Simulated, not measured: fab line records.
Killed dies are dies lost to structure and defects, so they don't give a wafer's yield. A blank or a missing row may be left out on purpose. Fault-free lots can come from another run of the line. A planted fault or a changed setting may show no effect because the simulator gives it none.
Which tool did it? :: flow n5_finfet :: 36 wafers sampled from 12 lots at 1 step of a route of 1938

== WHAT THE GAUGES READ, wafer by wafer ==
N5_BEOL_M9_OVL_MEAS_29.
lot: L076
measured: day 9 22:12
on: overlay-01
V8_OVL (nm): 0.3 0.1 -0.2

lot: L077
measured: day 10 10:36
on: overlay-01
V8_OVL (nm): 0.3 0.1 -0.1

lot: L079
measured: day 10 20:49
on: overlay-01
V8_OVL (nm): 0.5 0.0 -0.4

lot: L081
measured: day 11 02:40
on: overlay-01
V8_OVL (nm): -0.9 -0.5 -0.1

lot: L083
measured: day 11 13:19
on: overlay-01
V8_OVL (nm): 0.2 0.4 -0.2

lot: L085
measured: day 12 04:41
on: overlay-01
V8_OVL (nm): 0.2 -0.1 0.7

lot: L087
measured: day 12 23:11
on: overlay-01
V8_OVL (nm): 0.7 0.8 1.5

lot: L088
measured: day 13 07:47
on: overlay-01
V8_OVL (nm): 0.7 0.4 1.4

lot: L090
measured: day 13 17:41
on: overlay-01
V8_OVL (nm): 0.9 0.2 1.2

lot: L093
measured: day 14 09:41
on: overlay-02
V8_OVL (nm): 0.2 -0.2 0.8

lot: L095
measured: day 14 23:43
on: overlay-01
V8_OVL (nm): 0.1 0.6 0.0

lot: L097
measured: day 15 10:08
on: overlay-02
V8_OVL (nm): 0.0 -0.1 -0.1

== WHAT TOOL EACH LOT RAN ON (gives the tool, then ch and the chambers of the sampled wafers, and finally the start) ==
Record: no process step prior to these readings.

== THE ANSWER, worked out from the rows above alone ==
Rule: the usual values come from the lots themselves. Put in order of their means at a reading, lots are off if they are a third of the lots or fewer, leave a main group of 4 or more, and stand apart from it by a gap of 3 or more times the standard deviation of the main group's means; of several such gaps the widest counts. A main group whose means are all the same, to the digits that the tables above print for the reading, isn't used. Also off: a lot with no number at a reading for which 4 or more lots have one. The other lots that the step has rows for count as sound.
No lot is off at any reading shown: from this, nothing can be told.

== WHAT THE SIMULATOR PUT IN ==
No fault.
